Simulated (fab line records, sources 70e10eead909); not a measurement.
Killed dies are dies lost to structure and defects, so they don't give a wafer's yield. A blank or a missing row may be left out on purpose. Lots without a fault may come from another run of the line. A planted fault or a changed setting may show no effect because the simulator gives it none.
A struck lot beside a sound one | flow nand_harc | 31 steps out of a route of 1159
Sound: wafers L730.1, L730.5, L730.6. Struck: wafer L745.6. The cause comes at the end.
At each step with rows: each side's tool, then ch and its chambers, then its first start. Under that, the readings that differ: sound wafers | struck wafers | difference of the means | sigmas: that difference in standard deviations of wafers without a fault.
alike: readings whose means differ by less than 2 such deviations, and words and numbers that are the same on both sides. not compared: withheld readings, readings that some wafer has no value for, bounds like >300 that may hide the same value, and numbers for which the record gives no deviation and whose values overlap.
The two part at a step that has a row with sigmas, a row that says differs or no value, or rows on one side only. Numbers that don't overlap but have no deviation are shown without sigmas and don't part them. A reading that every wafer of one side lacks parts them only if that side has two wafers or more.

NHARC_P_CONTACT_OVL_MEAS_13:
  sound on overlay-01, day 5 19:28; struck on overlay-02, day 9 18:07
  alike: overlay_x_nm, overlay_y_nm
NHARC_P_CONTACT_INSPECT_14:
  sound on defect_inspect-01, day 5 19:30; struck on defect_inspect-01, day 9 18:09
  alike: raw_defect_count
NHARC_P_CONTACT_DESCUM_17: chemistry O2, time 3 s.
  sound on rie_diel-07 ch 0,1,2, day 5 19:34; struck on rie_diel-03 ch 2, day 9 18:14
  reading                     | sound          | struck | difference | sigmas
  drypump_motor_current_A (A) | 5.8 6.2 6.2    | 4.9    | -1.2       | -2
  rf_vpp_V (V)                | 60.4 58.1 57.0 | 56.3   | -2.2       | -2
  alike: oes_product_au, showerhead_plenum_p_Torr, throttle_valve_pct
  not compared: rf_hours_counter_h
NHARC_P_CONTACT_ETCH_35: etches the open film in CF4, target depth 39 nm, time 65 s.
  sound on rie_diel-07 ch 0,2,3, day 5 19:40; struck on rie_diel-03 ch 3, day 9 18:20
  reading                     | sound                | struck | difference | sigmas
  drypump_motor_current_A (A) | 5.8 6.2 5.6          | 4.8    | -1.1       | -2
  oes_product_au (a.u.)       | 0.994 1.013 1.007    | 0.975  | -0.030     | -2
  throttle_valve_pct (%)      | 13.306 13.286 13.285 | 13.265 | -0.027     | -3
  alike: rf_vpp_V, showerhead_plenum_p_Torr
  not compared: rf_hours_counter_h
then, 1 step without rows for these wafers: NHARC_P_CONTACT_ETCH_36 (etches the open film in N2/H2, target depth 260 nm, time 406.25 s).
NHARC_P_CONTACT_ETCH_18: etches the open film in C4F8/O2/Ar, target depth 481 nm, time 240.5 s.
  sound on rie_diel-07 ch 0,1; struck on rie_diel-03 ch 3
  reading      | sound       | struck | difference | sigmas
  rf_vpp_V (V) | 969 971 969 | 989    | +19        | +3
  alike: oes_product_au
  not compared: rf_hours_counter_h
then, 2 steps without rows for these wafers: NHARC_P_CONTACT_STRIP_37 (strips in C4F8/O2/Ar); NHARC_P_CONTACT_ETCH_31 (etches the open film in CH3F/O2, target depth 30 nm, time 85.7 s).
NHARC_P_CONTACT_CD_MEAS_19:
  sound on cd_sem-03, day 5 20:26; struck on cd_sem-03, day 9 19:14
  alike: cd_nm
then, 3 steps without rows for these wafers: NHARC_P_CONTACT_STRIP_28 (strips in O2); NHARC_P_CONTACT_STRIP_29 (strips in post etch residue remover, time 1200 s); NHARC_P_CONTACT_DEGAS_38 (time 60 s).
NHARC_P_CONTACT_PRE_CLEAN_39: time 19.5 s.
  sound on pvd_sputter-03, day 5 21:12; struck on pvd_sputter-01, day 9 20:04
NHARC_P_CONTACT_PVD_32: deposits Ti, target thk 5 nm, time 17.7 s.
  sound on pvd_sputter-03; struck on pvd_sputter-01
  reading                | sound          | struck | difference | sigmas
  throttle_valve_pct (%) | 29.5 29.8 30.1 | 28.0   | -1.8       | -2
then, 1 step without rows for these wafers: NHARC_P_CONTACT_ALD_22 (deposits TiN, target thk 3 nm, pulse time 1 s, ald cycles 150).
NHARC_P_CONTACT_CVD_23: deposits W, target thk 200 nm, time 557 s.
  sound on cvd_w-02 ch 0,1; struck on cvd_w-01 ch 0
  alike: heater_power_w, mfc_h2_sccm, throttle_valve_pct
then, 12 steps without rows for these wafers: NHARC_P_CONTACT_CMP_24 (polishes, t overpolish 30 s, target thk 200 nm); NHARC_P_CONTACT_SRD_26; NHARC_P_M0_DEP_00 (deposits SiOC, target thk 150 nm); NHARC_P_M0_DEHYDRATE_01 (time 120 s); NHARC_P_M0_HMDS_02 (time 30 s); NHARC_P_M0_COAT_33 (time 65 s); NHARC_P_M0_COAT_03 (resist thk 90 nm); NHARC_P_M0_SOFTBAKE_04 (time 55 s); NHARC_P_M0_EBR_05; NHARC_P_M0_EXPOSE_06 (exposes mask P M0, target cd 90 nm); NHARC_P_M0_PEB_07 (peb time 65 s); NHARC_P_M0_DEVELOP_08 (develop time 35 s).
NHARC_P_M0_CD_MEAS_09: target cd 90 nm.
  sound on cd_sem-02 ch 0, day 6 04:06; struck on cd_sem-01 ch 0, day 9 23:01
  alike: cd_nm
NHARC_P_M0_OVL_MEAS_10: pitch 180 nm.
  sound on overlay-01, day 6 04:11; struck on overlay-01, day 9 23:05
  reading           | sound        | struck | difference | sigmas
  overlay_x_nm (nm) | 0.1 0.3 -0.3 | -1.8   | -1.8       | -3
  alike: overlay_y_nm
-- the record jumps here: 15 days lie between the struck wafers' starts before and after (it left off in module P_M0 and takes up again in module END, whose first step shown is number 1159 of the route) --
NHARC_END_SORT_01:
  the record has rows for the struck wafers here (prober-01 ch 0, day 24 19:35) and none for the sound ones

WHERE THEY PART
First at NHARC_P_CONTACT_DESCUM_17; last, within this record, at NHARC_END_SORT_01.

WHY: what the simulator had put in
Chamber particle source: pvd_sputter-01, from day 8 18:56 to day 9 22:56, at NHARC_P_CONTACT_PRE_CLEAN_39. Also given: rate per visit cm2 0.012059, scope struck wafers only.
